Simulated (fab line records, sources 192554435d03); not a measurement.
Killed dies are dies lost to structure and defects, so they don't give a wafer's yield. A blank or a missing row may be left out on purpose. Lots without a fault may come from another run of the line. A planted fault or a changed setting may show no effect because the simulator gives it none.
A struck lot beside a sound one | flow n5_finfet | 38 steps out of a route of 1938
Sound: wafers L647.1, L647.4, L647.6. Struck: wafer L643.2. (L643.1 of the same lot was not struck and is left out.) The cause comes at the end.
At each step with rows: each side's tool, then ch and its chambers, then its first start. Under that, the readings that differ: sound wafers | struck wafers | difference of the means | sigmas: that difference in standard deviations of wafers without a fault.
alike: readings whose means differ by less than 2 such deviations, and words and numbers that are the same on both sides. not compared: withheld readings, readings that some wafer has no value for, bounds like >300 that may hide the same value, and numbers for which the record gives no deviation and whose values overlap.
The two part at a step that has a row with sigmas, a row that says differs or no value, or rows on one side only. Numbers that don't overlap but have no deviation are shown without sigmas and don't part them. A reading that every wafer of one side lacks parts them only if that side has two wafers or more.

first, 11 steps without rows for these wafers: N5_FIN_SAQP_SPACER1_ETCHBACK_25 (etches SiO2 in CHF3/O2, target depth 24.4 nm, time 12.2 s); N5_FIN_SAQP_MANDREL1_REMOVE_56 (chemistry HBr/Cl2/O2, target a-Si, stops on SiNx, bt time 10 s); N5_FIN_SAQP_ETCH_57 (etches SiNx in CH3F/O2, target depth 32.5 nm, time 46.4 s); N5_FIN_SAQP_ETCH_65 (etches SiO2 in CF4, target depth 4 nm, time 4.4 s); N5_FIN_SAQP_MANDREL_ETCH_58 (etches a-Si in HBr/Cl2, stops on SiNx, target depth 45 nm, bt time 10 s, time 27 s); N5_FIN_SAQP_RECESS_63 (chemistry HF/NH3, target SiO2, target depth 18 nm, afs cycles 3, sublimation time 60 s); N5_FIN_SAQP_COAT_68 (time 60 s, resist thk 100 nm); N5_FIN_SAQP_ETCH_69 (etches SOC in N2/H2, stops on SiNx, target depth 150 nm); N5_FIN_SAQP_ETCH_67 (etches SiNx in CH3F/O2, target depth 30 nm); N5_FIN_SAQP_STRIP_70 (strips in N2/H2); N5_FIN_SAQP_RECESS_71 (chemistry HF/NH3, target SiO2, target depth 3 nm, afs cycles 1, sublimation time 60 s).
N5_FIN_SAQP_SPACER2_ALD_28: deposits SiO2, target thk 8.1 nm, pulse time 1 s, purge time 2 s.
  sound on ald_sin-02 ch 0,1,3, day 6 14:13; struck on ald_sin-01 ch 0, day 5 13:46
  reading                                           | sound   | struck | difference | sigmas
  model.SiO2_of_FIN_SAQP_SPACER2_ALD_28.thk_nm (nm) | 8 8.2 8 | 2.8    | -5.3       |
  alike: heater_power_w, precursor_pulse_height_rel
then, 1 step without rows for these wafers: N5_FIN_SAQP_SPACER2_ETCHBACK_29 (etches SiO2 in CHF3/O2, target depth 12.2 nm, time 6.1 s).
N5_FIN_SAQP_MANDREL2_REMOVE_60: chemistry HBr/Cl2/O2, target a-Si, stops on SiNx, bt time 10 s.
  sound on rie_si-01 ch 0,1,2, day 6 14:38; struck on rie_si-01 ch 0, day 5 14:11
  reading                   | sound       | struck | difference | sigmas
  model.FIN_SAQP.cd_nm (nm) | 8.2 8.2 8.2 | 2.8    | -5.4       |
  alike: bias_w, drypump_motor_current_A, oes_product_au, throttle_valve_pct
  not compared: rf_hours_counter_h
N5_FIN_SAQP_CD_MEAS_31: target cd 8 nm.
  sound on cd_sem-03 ch 0, day 6 14:44; struck on cd_sem-02 ch 0, day 5 14:17
  reading    | sound          | struck | difference | sigmas
  cd_nm (nm) | 8.07 8.23 8.33 | 2.80   | -5.41      | -25
then, 3 steps without rows for these wafers: N5_FIN_SAQP_HM_OPEN_33 (chemistry CH3F/O2, target SiNx, target depth 49.4 nm, time 70.6 s); N5_FIN_SAQP_ETCH_34 (etches SiO2 in C4F6/O2, target depth 45 nm, time 15 s); N5_FIN_SAQP_STRIP_77 (strips in N2/H2, time 90 s).
N5_FIN_SAQP_HM_CD_35: target cd 8 nm.
  sound on cd_sem-02, day 6 15:00; struck on cd_sem-01, day 5 14:33
  reading    | sound          | struck | difference | sigmas
  cd_nm (nm) | 7.97 8.38 8.38 | 2.67   | -5.57      | -22
then, 1 step without rows for these wafers: N5_FIN_SAQP_ETCH_64 (etches SiO2 in CF4, target depth 1.5 nm).
N5_FIN_SAQP_FIN_ETCH_36: etches the open film in HBr/Cl2/O2, target depth 120 nm, time 50.4 s.
  sound on rie_si-02 ch 0,1, day 6 15:04; struck on rie_si-03 ch 0, day 5 14:37
  reading                   | sound     | struck | difference | sigmas
  model.FIN_SAQP.cd_nm (nm) | 8 8.2 7.8 | 2.8    | -5.2       |
  alike: bias_w, drypump_motor_current_A, oes_product_au, throttle_valve_pct
  not compared: rf_hours_counter_h
N5_FIN_SAQP_CD_MEAS_37: target cd 8 nm.
  sound on cd_sem-01, day 6 15:11; struck on cd_sem-02, day 5 14:44
  reading    | sound          | struck | difference | sigmas
  cd_nm (nm) | 8.05 8.23 8.37 | 2.71   | -5.51      | -20
then, 14 steps without rows for these wafers: N5_FIN_SAQP_PRECLEAN_38 (cleans in O3/DIW, time 45 s); N5_FIN_SAQP_PRECLEAN_45 (cleans in dHF, time 10 s); N5_FIN_SAQP_SRD_39 (time 30 s); N5_FIN_CUT_COAT_18 (time 60 s, resist thk 230 nm); N5_FIN_CUT_COAT_19 (time 60 s, resist thk 20 nm); N5_FIN_CUT_COAT_29 (time 60 s, resist thk 10 nm); N5_FIN_CUT_COAT_02 (resist thk 30 nm); N5_FIN_CUT_EBR_04; N5_FIN_CUT_SOFTBAKE_03 (time 60 s); N5_FIN_CUT_EXPOSE_05 (exposes mask FIN CUT); N5_FIN_CUT_PEB_06 (peb time 60 s); N5_FIN_CUT_DEVELOP_07 (develop time 30 s); N5_FIN_CUT_DESCUM_13 (chemistry O2, time 7 s); N5_FIN_CUT_ETCH_30 (etches underlayer in N2/H2, target depth 13 nm, time 10.4 s).
N5_STI_FIN_REVEAL_CD_MEAS_22: target cd 6.238 nm, pitch 28 nm.
  sound on cd_sem-02, day 7 01:52; struck on cd_sem-01, day 6 01:27
  reading    | sound          | struck | difference | sigmas
  cd_nm (nm) | 6.19 6.49 6.04 | 1.02   | -5.22      | -18
-- the record jumps here: 6 days lie between the struck wafers' starts before and after (it left off in module STI_FIN_REVEAL and takes up again in module BEOL_M4, whose first step shown is number 1111 of the route) --
N5_BEOL_M4_RC_MEAS_101:
  sound on prober-02 ch 0, day 12 22:35; struck on prober-02 ch 0, day 11 17:24
  reading            | sound             | struck | difference | sigmas
  DIBL_N (mV/V)      | 35.4 38.2 36.8    | 0.7    | -36.1      | -13
  DIBL_P (mV/V)      | 37 39 38          | -11    | -49        | -15
  IOFF_N (nA/um)     | 0.14 0.18 0.14    | 0.00   | -0.15      | -3
  IOFF_N_85C (nA/um) | 2.7 3.4 2.8       | 0.1    | -2.9       | -4
  IOFF_N_LIN (nA/um) | 0.066 0.080 0.067 | 0.001  | -0.070     | -4
  IOFF_P (nA/um)     | 0.16 0.19 0.16    | 0.00   | -0.17      | -3
  IOFF_P_85C (nA/um) | 2.9 3.3 2.9       | 0.2    | -2.8       | -3
  IOFF_P_LIN (nA/um) | 0.078 0.087 0.078 | 0.006  | -0.075     | -4
  ION_N (uA/um)      | 681 675 671       | 413    | -263       | -18
  ION_P (uA/um)      | 463 451 449       | 334    | -120       | -11
  SS_N (mV/dec)      | 71.3 72.4 72.4    | 64.1   | -7.9       | -10
  SS_P (mV/dec)      | 72.8 73.8 72.8    | 61.9   | -11.2      | -12
  VT_N (mV)          | 253 248 254       | 330    | +78        | +19
  VT_N_LVT (mV)      | 99 96 101         | 180    | +81        | +23
  VT_P (mV)          | -256 -256 -257    | -302   | -46        | -10
  VT_P_LVT (mV)      | -104 -103 -105    | -150   | -46        | -13

WHERE THEY PART
First at N5_FIN_SAQP_CD_MEAS_31; last, within this record, at N5_BEOL_M4_RC_MEAS_101.

WHY: what the simulator had put in
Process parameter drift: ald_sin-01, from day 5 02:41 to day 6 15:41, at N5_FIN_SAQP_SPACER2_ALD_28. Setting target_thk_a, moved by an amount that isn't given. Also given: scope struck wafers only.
